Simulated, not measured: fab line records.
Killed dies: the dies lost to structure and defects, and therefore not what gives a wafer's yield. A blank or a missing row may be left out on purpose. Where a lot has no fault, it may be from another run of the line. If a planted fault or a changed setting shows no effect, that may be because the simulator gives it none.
Struck lot and sound lot, side by side + flow n5 finfet + 16 steps out of a route of 1938
Sound: these wafers, L288.1, L288.2, L288.3. Struck: wafer L300.3; the same lot's L300.5 was not struck, so it is left out; see the end for the cause.
Per side, at each step with rows, come the tool, then ch with its chambers, and then its first start. Under that, the readings that differ: sound wafers + struck wafers + difference of the means + sigmas: that difference in standard deviations of wafers without a fault.
alike: a reading whose means differ by less than 2 such deviations, as well as words and numbers matching on both sides. not compared: withheld readings; readings where some wafer has no value; bounds like >300 that might hide an equal value; numbers whose values overlap and for which the record gives no deviation.
The two part at a step that has a row with sigmas, a row that says differs or no value, or rows on one side only. When numbers do not overlap yet have no deviation, they are printed without sigmas and do not part them. Lack of a reading on every wafer of one side parts them only where that side has two or more wafers.

N5_FIN_CUT_CD_MEAS_08: target cd 29.1 nm.
  sound on cd sem-01 ch 0, day 3 03:04; struck on cd sem-02 ch 0, day 6 02:17
  alike: cd nm
N5_FIN_CUT_OVL_MEAS_09:
  sound on overlay-02 ch 0, day 3 03:06; struck on overlay-02 ch 0, day 6 02:19
  alike: FIN_CUT_OVL
N5_FIN_CUT_INSPECT_10: inspects for defects (brightfield).
  sound: defect inspect-02 at day 3 03:10; struck: defect inspect-02 at day 6 02:22
| reading          | sound    | struck | difference | sigmas |
|------------------|----------|--------|------------|--------|
| raw defect count | 34 87 56 | 28     | -31        | -2     |
N5_FIN_CUT_DESCUM_13: chemistry O2, time 7 s.
  sound on rie diel-04 ch 1,2,3, day 3 03:11; struck on rie diel-03 ch 1, day 6 02:34
| reading                | sound             | struck | difference | sigmas |
|------------------------|-------------------|--------|------------|--------|
| rf hours counter h (h) | 176 106 98        | 180    | +53        |        |
| throttle valve pct (%) | 20.34 20.45 20.47 | 20.72  | +0.30      | +2     |
  alike: bias power w, drypump motor current A, oes product au, rf vpp V, showerhead plenum p Torr
N5_FIN_CUT_ETCH_30: etches underlayer in N2/H2, target depth 13 nm, time 10.4 s.
  sound on rie diel-04 ch 1,2,3, day 3 03:14; struck on rie diel-03 ch 1, day 6 02:36
| reading                | sound      | struck | difference | sigmas |
|------------------------|------------|--------|------------|--------|
| rf hours counter h (h) | 176 106 98 | 180    | +53        |        |
  alike: drypump motor current A, etch rf on time s, oes product au, rf vpp V, showerhead plenum p Torr, throttle valve pct
N5_FIN_CUT_ETCH_20: etches SiARC in CF4, target depth 26 nm, time 43.3 s.
  sound on rie diel-04 ch 1,2,3, day 3 03:15; struck on rie diel-03 ch 1, day 6 02:37
| reading                | sound      | struck | difference | sigmas |
|------------------------|------------|--------|------------|--------|
| rf hours counter h (h) | 176 106 99 | 180    | +53        |        |
  alike: drypump motor current A, etch rf on time s, oes product au, rf vpp V, showerhead plenum p Torr, throttle valve pct
then, 5 steps without rows for these wafers: N5_FIN_CUT_ETCH_21 (etches SOC in N2/H2, target depth 219 nm, overetch 43.8 nm, time 523.5 s); N5_FIN_CUT_STRIP_23 (strips in N2/H2); N5_FIN_CUT_STRIP_31 (strips in N2/H2); N5_FIN_CUT_STRIP_24 (strips in CF4); N5_FIN_CUT_CUT_ETCH_26 (etches SiNx in CH3F/O2, target depth 39 nm, time 55.7 s).
N5_FIN_CUT_CUT_ETCH_27: etches SiO2 in CHF3/O2, target depth 4 nm, overetch 2 nm, time 4.9 s.
  sound on rie diel-04 ch 1,2,3, day 3 03:41; struck on rie diel-03 ch 1, day 6 03:03
| reading                | sound      | struck | difference | sigmas |
|------------------------|------------|--------|------------|--------|
| rf hours counter h (h) | 176 106 99 | 181    | +54        |        |
  alike: drypump motor current A, oes product au, rf vpp V, showerhead plenum p Torr, throttle valve pct
N5_FIN_CUT_PRECLEAN_35: cleans in vHF, time 13.3 s.
  sound on vapor etch-01 ch 0,1, day 3 03:44; struck on vapor etch-02 ch 0, day 6 03:08
| reading                     | sound          | struck | difference | sigmas |
|-----------------------------|----------------|--------|------------|--------|
| drypump motor current A (A) | 5.77 5.77 5.78 | 5.22   | -0.55      | -3     |
| time s (s)                  | 13.3 13.3 13.3 | 11.284 | -2.016     |        |
N5_FIN_CUT_CUT_ETCH_15: etches Si in HBr/Cl2/O2, target depth 100 nm, bt time 10 s, time 42.4 s.
  sound on rie si-04 ch 0,1,2, day 3 03:49; struck on rie si-05 ch 1, day 6 03:11
  alike: drypump motor current A, oes product au, throttle valve pct
  not compared: rf hours counter h
-- the record jumps here: 7 days lie between the struck wafers' starts before and after (it left off in module FIN_CUT and takes up again in module BEOL_M4, whose first step shown is number 1111 of the route) --
N5_BEOL_M4_RC_MEAS_101:
  sound on prober-02 ch 0, day 9 17:05; struck on prober-02 ch 0, day 12 23:17
  alike: DIBL_N, DIBL_P, IOFF_N, IOFF_P, ION_N, ION_P, SS_N, SS_P, VT_N, VT_P
-- record jumps: 5 days separate the struck wafers' starts on either side; left off in module BEOL_M4, taken up again in module PASSIVATION, whose first shown step is the route's number 1936 --
N5_PASSIVATION_PROBE_49:
  the record has rows for the struck wafers here (prober-02, day 17 11:47) and none for the sound ones

## WHERE THEY PART
First at N5_FIN_CUT_INSPECT_10; last, within this record, at N5_PASSIVATION_PROBE_49.

WHY: what the simulator had put in
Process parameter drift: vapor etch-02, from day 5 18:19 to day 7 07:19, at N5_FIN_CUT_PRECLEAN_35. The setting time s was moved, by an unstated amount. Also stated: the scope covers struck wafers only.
